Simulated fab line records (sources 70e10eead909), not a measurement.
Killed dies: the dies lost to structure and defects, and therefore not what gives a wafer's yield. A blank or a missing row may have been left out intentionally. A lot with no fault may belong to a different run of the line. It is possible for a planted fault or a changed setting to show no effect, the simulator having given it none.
fab line records ; flow nand-harc
record: lots: 6; wafers: 18; last-day: 24
route steps=1159 shown A_CONTACT@957 A_BLC@964
lots that met no fault: taken from a fault-free run of the same line
start-h: the number of hours between the record's first day and the start of the first shown wafer of the lot ; wait-h: hours elapsed since this lot's preceding step ; " repeats the value in the row above ; L1.1+2: one row covering several wafers at once ; - no value, or no start given ; * or withheld: withheld ; < > ~ a bound
route shown NAME@n: NAME is a module with steps in the file, n the number in the route of the first one ; usual: mean/standard deviation taken from wafers without a fault ; same: alike in all rows ; chamber/n: place in a boat ; sites: per-site readings ; _std_site: their standard deviation ; _edge_site: the outer-site mean with the inner-site mean subtracted ; radius-mm: for every site, how far away it sits from the centre of the wafer ; mask NAME#n: copy n ; behind: the most recent tool/chamber to have shaped the wafer ; hold: why the lot was held/for how many hours/how that ended ; device: names the non-switching transistor (n, p or np) ; end of line: the tests these same wafers got at the end of their route ; a step with no rows: only its recipe ; killed: the dies lost at the first sort to structure and to defects; this is not the yield of the wafer ; map: per-die view of a wafer (x killed, . not killed, _ where there is no die)
set.NAME: the run value of the setting; set.NAME@STEP: its run value at that earlier step ; model.NAME: the simulator's own value behind a step, which no gauge read
a table for each step, a row for each wafer; lots at some steps of the route
services: from which hour (start-h, from the record's first day; less than 0 if before it) a tool's chamber was out of use, for how many hours, and why
== steps ==
step: NHARC_A_CONTACT_STRIP_27
recipe: time-s: 600; temp-c: 30; chemistry: post-etch-residue-remover
step: NHARC_A_CONTACT_ALD_18
recipe: target-thk-a: 30; pulse-time-s: 1; ald-cycles: 150; temp-c: 450; material: TiN
usual: heater-power-w: 1063/140; precursor-pulse-height-rel: 1.001/0.021
same: ald-cycles: 150
lot.wafer;tool;chamber;start-h;wait-h;heater-power-w;precursor-pulse-height-rel
L866.3;ald-metal-02;0;397.58;-;1144;1.024
L866.4;ald-metal-02;2;397.58;-;913;1.025
L866.6;ald-metal-02;1;397.58;-;842;0.964
L870.3;ald-metal-01;3;423.24;-;1002;1.014
L870.4;ald-metal-01;2;423.24;-;1039;1.024
L870.5;ald-metal-01;3;423.24;-;954;0.995
L872.1;ald-metal-02;0;440.96;-;1126;1.022
L872.2;ald-metal-02;2;440.96;-;874;1.005
L872.5;ald-metal-02;1;440.96;-;880;1.027
L877.4;ald-metal-04;1;451.90;-;1346;1.017
L877.6;ald-metal-04;2;451.90;-;1111;1.003
L877.5;ald-metal-04;3;451.90;-;1122;1.002
L887.4;ald-metal-01;1;508.55;-;1224;1.005
L887.5;ald-metal-01;2;508.55;-;1046;0.992
L887.6;ald-metal-01;3;508.55;-;1009;1.020
L885.3;ald-metal-04;0;520.54;-;997;0.986
L885.1;ald-metal-04;3;520.54;-;1107;1.028
L885.6;ald-metal-04;0;520.54;-;1023;1.005
step: NHARC_A_CONTACT_CVD_19
recipe: target-thk-a: 3000; temp-c: 300; pressure-torr: 40; wf6-flow-sccm: 40; h2-flow-sccm: 1600; ar-flow-sccm: 1560; time-s: 802; material: W
usual: heater-power-w: 439/39; throttle-valve-pct: 8.02/0.25
lot.wafer;tool;chamber;start-h;wait-h;heater-power-w;throttle-valve-pct
L866.3;cvd-w-01;1;-;-;448;7.88
L866.4;cvd-w-01;0;-;-;442;8.17
L866.6;cvd-w-01;0;-;-;435;7.94
L870.3;cvd-w-01;1;-;-;455;7.90
L870.4;cvd-w-01;0;-;-;435;8.25
L870.5;cvd-w-01;0;-;-;432;7.98
L872.2;cvd-w-01;0;-;-;427;8.10
L872.1;cvd-w-01;1;-;-;460;7.96
L872.5;cvd-w-01;0;-;-;433;8.19
L877.4;cvd-w-01;1;-;-;468;7.88
L877.5;cvd-w-01;1;-;-;449;7.96
L877.6;cvd-w-01;0;-;-;425;8.16
L887.4;cvd-w-02;0;-;-;485;7.78
L887.5;cvd-w-02;0;-;-;491;8.04
L887.6;cvd-w-02;1;-;-;362;8.37
L885.1;cvd-w-01;1;-;-;442;8.43
L885.3;cvd-w-01;1;-;-;456;8.41
L885.6;cvd-w-01;1;-;-;448;7.95
step: NHARC_A_CONTACT_CMP_20
recipe: t-overpolish-s: 30; target-thk-nm: 300
usual: motor-current-A: 11.8/0.9; overpolish-run-s: 30.001/0.0086; slurry-filter-dp-kPa: 13.48/0.14; time-to-endpoint-s: 60.2/2.7
lot.wafer;tool;chamber;start-h;wait-h;motor-current-A;overpolish-run-s;slurry-filter-dp-kPa;time-to-endpoint-s
L866.3;cmp-03;1;400.94;0.5;12.0;29.996;13.55;58.9
L866.4;cmp-03;3;400.94;0.5;12.1;29.988;13.68;64.1
L866.6;cmp-03;0;400.94;0.5;11.0;30.009;13.65;60.2
L870.4;cmp-04;2;424.38;0.4;11.3;29.985;13.49;61.3
L870.3;cmp-04;3;424.38;0.4;10.8;30.008;13.53;59.2
L870.5;cmp-04;1;424.38;0.4;10.9;29.984;13.39;60.4
L872.2;cmp-04;2;442.05;0.8;10.9;29.996;13.43;64.1
L872.1;cmp-04;0;442.05;0.8;13.0;30.009;13.42;62.8
L872.5;cmp-04;3;442.05;0.8;11.2;29.990;13.54;60.7
L877.4;cmp-01;3;459.49;0.6;13.3;30.009;13.37;58.3
L877.6;cmp-01;1;459.49;0.6;12.1;30.007;13.38;60.7
L877.5;cmp-01;2;459.49;0.6;11.6;29.998;13.67;58.8
L887.4;cmp-01;0;510.05;0.6;11.1;29.989;13.54;54.8
L887.6;cmp-01;1;510.05;0.6;12.8;30.021;13.37;58.3
L887.5;cmp-01;2;510.05;0.6;11.1;30.000;13.47;53.2
L885.1;cmp-04;0;525.46;0.8;12.5;29.993;13.39;59.7
L885.3;cmp-04;2;525.46;0.8;11.6;29.994;13.60;58.4
L885.6;cmp-04;0;525.46;0.8;12.2;29.998;13.32;59.8
step: NHARC_A_CONTACT_SRD_22
step: NHARC_A_CONTACT_INSPECT_23
usual: raw-defect-count: 449/140
lot.wafer;tool;chamber;start-h;wait-h;raw-defect-count
L866.3;defect-inspect-01;-;401.32;0.1;251
L866.4;defect-inspect-01;-;401.32;0.1;260
L866.6;defect-inspect-01;-;401.32;0.1;284
L870.3;defect-inspect-02;-;424.74;0.1;1137
L870.4;defect-inspect-02;-;424.74;0.1;616
L870.5;defect-inspect-02;-;424.74;0.1;669
L872.1;defect-inspect-01;-;442.46;0.1;335
L872.2;defect-inspect-01;-;442.46;0.1;347
L872.5;defect-inspect-01;-;442.46;0.1;359
L877.4;defect-inspect-02;-;459.84;0.1;491
L877.5;defect-inspect-02;-;459.84;0.1;420
L877.6;defect-inspect-02;-;459.84;0.1;536
L887.4;defect-inspect-01;-;510.39;0.1;373
L887.5;defect-inspect-01;-;510.39;0.1;268
L887.6;defect-inspect-01;-;510.39;0.1;529
L885.1;defect-inspect-01;-;525.87;0.1;667
L885.3;defect-inspect-01;-;525.87;0.1;453
L885.6;defect-inspect-01;-;525.87;0.1;659
step: NHARC_A_BLC_DEHYDRATE_00
recipe: temp-c: 150; time-s: 120
step: NHARC_A_BLC_HMDS_01
recipe: time-s: 30
step: NHARC_A_BLC_COAT_02
recipe: temp-c: 260; time-s: 75
step: NHARC_A_BLC_COAT_03
recipe: temp-c: 225; time-s: 65
step: NHARC_A_BLC_COAT_04
recipe: spin-rpm: 1500; resist-thk-nm: 90
step: NHARC_A_BLC_SOFTBAKE_05
recipe: temp-c: 105; time-s: 55
usual: exhaust-pa: 45.1/0.93; heater-power-total-W: 188.43/0.13
lot.wafer;tool;chamber;start-h;wait-h;exhaust-pa;heater-power-total-W
L866.3;litho-track-01;0;401;-;46.9;188.37
L866.4;litho-track-01;0;401;-;46.0;188.43
L866.6;litho-track-01;0;401;-;45.0;188.37
L870.3;litho-track-06;0;424;-;44.5;188.32
L870.4;litho-track-06;0;424;-;44.4;188.47
L870.5;litho-track-06;0;424;-;43.9;188.30
L872.1;litho-track-06;0;442;-;45.2;188.40
L872.2;litho-track-06;0;442;-;44.7;188.56
L872.5;litho-track-06;0;442;-;44.7;188.45
L877.4;litho-track-06;0;459;-;44.5;188.30
L877.5;litho-track-06;0;459;-;44.7;188.53
L877.6;litho-track-06;0;459;-;44.1;188.37
L887.4;litho-track-01;0;510;-;45.4;166.90
L887.5;litho-track-01;0;510;-;45.6;166.94
L887.6;litho-track-01;0;510;-;46.1;166.91
L885.1;litho-track-01;0;525;-;45.2;166.88
L885.3;litho-track-01;0;525;-;45.9;167.10
L885.6;litho-track-01;0;525;-;43.6;167.29
step: NHARC_A_BLC_EBR_06
step: NHARC_A_BLC_EXPOSE_07
recipe: na: 1.35; target-cd-nm: 100; dose-mj: 67.97; mask-id: A_BLC
step: NHARC_A_BLC_PEB_08
recipe: peb-temp-c: 100; peb-time-s: 65
step: NHARC_A_BLC_DEVELOP_09
recipe: develop-time-s: 35; dev-temp-c: 23
step: NHARC_A_BLC_CD_MEAS_10
recipe: target-cd-nm: 100; landing-energy-ev: 500
usual: cd-nm: 100.1/0.5
lot.wafer;tool;chamber;start-h;wait-h;cd-nm
L866.3;cd-sem-02;0;401.83;-;100.2
L866.4;cd-sem-02;0;401.83;-;100.1
L866.6;cd-sem-02;0;401.83;-;100.7
L870.3;cd-sem-01;0;425.26;-;100.4
L870.4;cd-sem-01;0;425.26;-;100.7
L870.5;cd-sem-01;0;425.26;-;100.4
L872.1;cd-sem-02;0;442.97;-;100.3
L872.2;cd-sem-02;0;442.97;-;100.4
L872.5;cd-sem-02;0;442.97;-;100.2
L877.4;cd-sem-02;0;460.36;-;99.9
L877.5;cd-sem-02;0;460.36;-;99.7
L877.6;cd-sem-02;0;460.36;-;100.4
L887.4;cd-sem-02;0;510.90;-;100.9
L887.5;cd-sem-02;0;510.90;-;101.1
L887.6;cd-sem-02;0;510.90;-;101.3
L885.1;cd-sem-03;0;526.37;-;100.3
L885.3;cd-sem-03;0;526.37;-;100.6
L885.6;cd-sem-03;0;526.37;-;101.2
step: NHARC_A_BLC_OVL_MEAS_11
usual: overlay-x-nm: 0.2/0.98; overlay-y-nm: -0.3/0.67
lot.wafer;tool;chamber;start-h;wait-h;overlay-x-nm;overlay-y-nm
L866.3;overlay-02;-;401.92;-;0.7;-0.2
L866.4;overlay-02;-;401.92;-;0.2;-0.6
L866.6;overlay-02;-;401.92;-;0.3;-0.5
L870.3;overlay-01;-;425.34;-;2.5;0.4
L870.4;overlay-01;-;425.34;-;2.0;0.6
L870.5;overlay-01;-;425.34;-;2.9;0.6
L872.1;overlay-01;-;443.06;-;0.5;0.8
L872.2;overlay-01;-;443.06;-;-0.2;0.0
L872.5;overlay-01;-;443.06;-;0.4;-0.2
L877.4;overlay-02;-;460.44;-;-0.1;-1.6
L877.5;overlay-02;-;460.44;-;-0.2;-1.4
L877.6;overlay-02;-;460.44;-;0.2;-1.0
L887.4;overlay-02;-;510.98;-;1.6;-0.7
L887.5;overlay-02;-;510.98;-;0.9;0.0
L887.6;overlay-02;-;510.98;-;1.8;0.1
L885.1;overlay-01;-;526.46;-;1.3;-0.6
L885.3;overlay-01;-;526.46;-;1.5;-0.8
L885.6;overlay-01;-;526.46;-;1.1;-1.1
step: NHARC_A_BLC_INSPECT_12
usual: raw-defect-count: 31/12
lot.wafer;tool;chamber;start-h;wait-h;raw-defect-count
L866.3;defect-inspect-02;-;401.95;0.0;18
L866.4;defect-inspect-02;-;401.95;0.0;20
L866.6;defect-inspect-02;-;401.95;0.0;11
L870.3;defect-inspect-01;-;425.39;0.0;46
L870.4;defect-inspect-01;-;425.39;0.0;33
L870.5;defect-inspect-01;-;425.39;0.0;38
L872.1;defect-inspect-02;-;443.10;0.0;29
L872.2;defect-inspect-02;-;443.10;0.0;23
L872.5;defect-inspect-02;-;443.10;0.0;26
L877.4;defect-inspect-01;-;460.48;0.0;36
L877.5;defect-inspect-01;-;460.48;0.0;36
L877.6;defect-inspect-01;-;460.48;0.0;31
L887.4;defect-inspect-02;-;511.02;0.0;36
L887.5;defect-inspect-02;-;511.02;0.0;38
L887.6;defect-inspect-02;-;511.02;0.0;43
L885.1;defect-inspect-02;-;526.50;0.0;46
L885.3;defect-inspect-02;-;526.50;0.0;40
L885.6;defect-inspect-02;-;526.50;0.0;56
step: NHARC_A_BLC_DESCUM_15
recipe: time-s: 3; o2-flow-sccm: 200; ar-flow-sccm: 0; bias-power-w: 0; chemistry: O2
usual: drypump-motor-current-A: 5.8/0.6; oes-product-au: 0.999/0.0067; rf-vpp-V: 58.0/0.83; showerhead-plenum-p-Torr: 1.95/0.071; throttle-valve-pct: 11.311/0.0099
lot.wafer;tool;chamber;start-h;wait-h;drypump-motor-current-A;oes-product-au;rf-hours-counter-h;rf-vpp-V;showerhead-plenum-p-Torr;throttle-valve-pct;model.A_BLC.cd-nm
L866.4;rie-diel-10;3;402.02;0.1;4.9;1.000;4;57.9;1.93;11.302;99.84
L866.3;rie-diel-10;1;402.02;0.1;6.4;1.006;4;58.1;1.86;11.318;100.1
L866.6;rie-diel-10;3;402.02;0.1;4.9;0.998;-;58.8;1.93;11.303;100.4
L870.3;rie-diel-13;2;425.47;0.1;5.5;1.005;18;57.8;1.98;11.297;100.1
L870.4;rie-diel-13;0;425.47;0.1;6.1;0.997;-;58.7;1.85;11.320;100.5
L870.5;rie-diel-13;1;425.47;0.1;5.1;0.998;-;57.8;2.01;11.306;100.5
L872.2;rie-diel-13;1;443.17;0.1;5.1;0.989;20;59.4;2.01;11.301;100.4
L872.1;rie-diel-13;2;443.17;0.1;5.5;1.005;21;57.5;1.97;11.294;99.65
L872.5;rie-diel-13;2;443.17;0.1;5.5;1.009;-;58.6;1.97;11.291;99.79
L877.4;rie-diel-06;2;460.53;0.1;5.3;0.999;12;57.5;1.87;11.300;99.71
L877.5;rie-diel-06;2;460.53;0.1;5.3;0.997;-;58.9;1.87;11.308;99.93
L877.6;rie-diel-06;3;460.53;0.1;5.3;1.002;-;58.0;1.98;11.311;100.5
L887.4;rie-diel-10;3;511.09;0.1;4.9;1.006;16;56.8;1.92;11.326;101.1
L887.5;rie-diel-10;1;511.09;0.1;6.4;1.008;-;58.1;1.85;11.299;101
L887.6;rie-diel-10;2;511.09;0.1;6.3;1.006;-;57.0;2.03;11.329;101.3
L885.1;rie-diel-10;1;526.57;0.1;6.4;1.012;17;57.2;1.85;11.318;100.6
L885.3;rie-diel-10;3;526.57;0.1;4.9;1.008;17;57.8;1.92;11.312;100.6
L885.6;rie-diel-10;0;526.57;0.1;6.5;1.008;-;57.7;2.02;11.309;101.1
step: NHARC_A_BLC_ETCH_16
recipe: target-depth-a: 390; over-etch-frac: 0.3; time-s: 65; ion-energy-ev: 80; cf4-flow-sccm: 150; ar-flow-sccm: 0; rf-w: 300; bias-w: 100; chemistry: CF4
usual: bias-w: 100.0/0.33; drypump-motor-current-A: 5.8/0.59; oes-product-au: 0.998/0.0076; rf-vpp-V: 151.7/1.1; showerhead-plenum-p-Torr: 1.80/0.062; throttle-valve-pct: 13.283/0.0087
lot.wafer;tool;chamber;start-h;wait-h;bias-w;drypump-motor-current-A;oes-product-au;rf-hours-counter-h;rf-vpp-V;showerhead-plenum-p-Torr;throttle-valve-pct;model.A_BLC.cd-nm
L866.4;rie-diel-10;1;402.10;0.1;99.3;6.4;1.005;4;152.0;1.72;13.281;100.1
L866.3;rie-diel-10;2;402.10;0.1;99.3;6.3;1.001;4;151.4;1.87;13.290;99.84
L866.6;rie-diel-10;0;402.10;0.1;99.6;6.5;0.994;-;152.5;1.86;13.284;100.4
L870.3;rie-diel-13;2;425.56;0.1;100.1;5.5;1.000;18;152.0;1.82;13.278;100
L870.4;rie-diel-13;0;425.56;0.1;100.4;6.1;0.997;-;150.9;1.71;13.298;100.6
L870.5;rie-diel-13;1;425.56;0.1;99.9;5.1;0.999;-;153.7;1.85;13.297;100.5
L872.2;rie-diel-13;1;443.26;0.1;99.9;5.1;0.987;20;152.2;1.85;13.282;100.4
L872.1;rie-diel-13;0;443.26;0.1;100.1;6.1;0.993;21;149.7;1.71;13.287;99.72
L872.5;rie-diel-13;2;443.26;0.1;100.5;5.5;1.006;-;151.3;1.82;13.274;100
L877.4;rie-diel-06;1;460.63;0.1;99.9;5.4;0.993;10;152.3;1.85;13.279;99.7
L877.5;rie-diel-06;3;460.63;0.1;99.6;5.4;1.002;-;152.7;1.83;13.290;100
L877.6;rie-diel-06;0;460.63;0.1;100.4;6.2;0.998;-;151.2;1.72;13.272;100.6
L887.4;rie-diel-10;1;511.17;0.1;99.5;6.4;1.000;16;150.3;1.72;13.285;101.3
L887.5;rie-diel-10;0;511.17;0.1;99.6;6.5;0.985;-;150.9;1.86;13.288;101.1
L887.6;rie-diel-10;1;511.17;0.1;99.4;6.4;0.998;-;151.8;1.72;13.263;101.5
L885.3;rie-diel-10;0;526.65;0.1;99.7;6.5;0.988;16;152.3;1.86;13.275;100.5
L885.1;rie-diel-10;2;526.65;0.1;100.1;6.3;1.007;17;153.0;1.86;13.283;100.4
L885.6;rie-diel-10;3;526.65;0.1;100.2;4.9;1.008;-;151.2;1.78;13.281;101.5
step: NHARC_A_BLC_ETCH_17
recipe: target-depth-a: 3900; over-etch-frac: 0.25; time-s: 609.38; ion-energy-ev: 200; n2-flow-sccm: 150; h2-flow-sccm: 150; ar-flow-sccm: 0; rf-w: 400; bias-w: 150; chemistry: N2/H2
usual: bias-w: 150.0/0.43; drypump-motor-current-A: 5.8/0.59; oes-product-au: 0.997/0.0072; rf-vpp-V: 431.5/2.2; showerhead-plenum-p-Torr: 2.08/0.079; throttle-valve-pct: 14.171/0.0086
lot.wafer;tool;chamber;start-h;wait-h;bias-w;drypump-motor-current-A;oes-product-au;rf-hours-counter-h;rf-vpp-V;showerhead-plenum-p-Torr;throttle-valve-pct
L866.4;rie-diel-10;1;-;-;150.9;6.4;1.006;4;428.6;1.98;14.176
L866.3;rie-diel-10;3;-;-;150.3;4.9;0.991;4;430.3;2.05;14.150
L866.6;rie-diel-10;0;-;-;150.2;6.5;0.983;-;433.7;2.16;14.180
L870.3;rie-diel-13;0;-;-;150.0;6.1;1.003;18;426.8;1.96;14.182
L870.4;rie-diel-13;2;-;-;149.6;5.5;0.984;-;431.9;2.11;14.174
L870.5;rie-diel-13;1;-;-;150.3;5.2;0.988;-;434.9;2.15;14.175
L872.2;rie-diel-13;0;-;-;150.2;6.1;0.996;21;428.3;1.96;14.171
L872.1;rie-diel-13;1;-;-;150.5;5.1;0.996;20;433.4;2.15;14.173
L872.5;rie-diel-13;2;-;-;150.1;5.5;1.004;-;432.6;2.11;14.172
L877.4;rie-diel-06;3;-;-;151.0;5.4;0.987;11;433.3;2.12;14.170
L877.6;rie-diel-06;2;-;-;149.4;5.2;0.991;-;427.8;1.99;14.181
L877.5;rie-diel-06;3;-;-;150.5;5.4;0.989;-;432.6;2.12;14.175
L887.4;rie-diel-10;3;-;-;149.8;4.9;0.982;16;430.6;2.05;14.166
L887.6;rie-diel-10;0;-;-;149.8;6.5;1.000;-;434.4;2.15;14.168
L887.5;rie-diel-10;1;-;-;149.9;6.4;1.006;-;428.8;1.97;14.180
L885.1;rie-diel-10;1;-;-;150.3;6.4;0.996;17;428.9;1.97;14.162
L885.3;rie-diel-10;2;-;-;149.5;6.3;0.998;17;433.6;2.16;14.164
L885.6;rie-diel-10;1;-;-;149.9;6.4;1.000;-;429.2;1.97;14.179
== services ==
tool;chamber;start-h;hours;kind
cvd-w-02;-;376.55;13.0;pm
cmp-01;-;381.20;4.0;pm
ald-metal-02;3;398.07;4.1;repair
cmp-04;-;399.29;4.0;pm
rie-diel-06;1;400.58;29.1;repair
ald-metal-04;-;406.00;10.0;pm
cmp-04;-;411.00;3.1;repair
cmp-01;-;416.27;18.0;repair
rie-diel-06;-;418.20;9.0;pm
rie-diel-10;0;427.08;6.7;repair
litho-track-01;-;443.00;7.0;pm
cmp-03;-;450.13;4.0;pm
rie-diel-13;-;453.00;9.0;pm
rie-diel-10;2;457.66;3.5;repair
ald-metal-01;-;458.98;10.0;pm
rie-diel-06;2;462.53;3.9;repair
litho-track-06;-;467.00;7.0;pm
cmp-01;-;476.37;1.1;repair
cvd-w-01;-;477.80;13.0;pm
cmp-01;-;479.20;4.0;pm
rie-diel-10;2;480.05;3.0;repair
cmp-04;-;497.29;4.0;pm
cmp-04;-;502.90;1.0;repair
rie-diel-06;3;526.36;8.0;repair
== key ==
first-sign: step: NHARC_A_BLC_SOFTBAKE_05; reading: heater-power-total-W; direction: down; sigmas: 99+; usual: *; struck: *
effect: step: NHARC_A_BLC_CD_MEAS_10; reading: cd-nm; direction: up; sigmas: 1.5; usual: 100.1; struck: 100.9; through: control-loop
model-effect: step: NHARC_A_BLC_DESCUM_15; value: A_BLC.cd-nm; without: 100.1; struck: 100.9
model-effect: step: NHARC_A_BLC_ETCH_16; value: A_BLC.cd-nm; without: 100.2; struck: 101
met-at NHARC_A_BLC_SOFTBAKE_05
struck-wafers L885.1,L885.3,L885.6,L887.4,L887.5,L887.6
tester-left-out L885,L887
loop-trim: step: NHARC_A_BLC_EXPOSE_07; setting: dose; lots: L885
onset-between 401 510
fault: kind: process-parameter-drift; tool: litho-track-01; chamber: -; onset-h: 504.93; steps: NHARC_A_BLC_SOFTBAKE_05; channel: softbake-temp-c; offset: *; shape: step; end-h: 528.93; acts-in: *; stated: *
tester-left-out: of these lots the tester's yield and bins aren't shown, on N5 and GAA mostly nor the transistor test; their killed dies are dies lost to structure and defects alone, not to doping, threshold or leakage, so they don't give the yield
loop-trim: a control loop set the setting to another value than it would have without faults
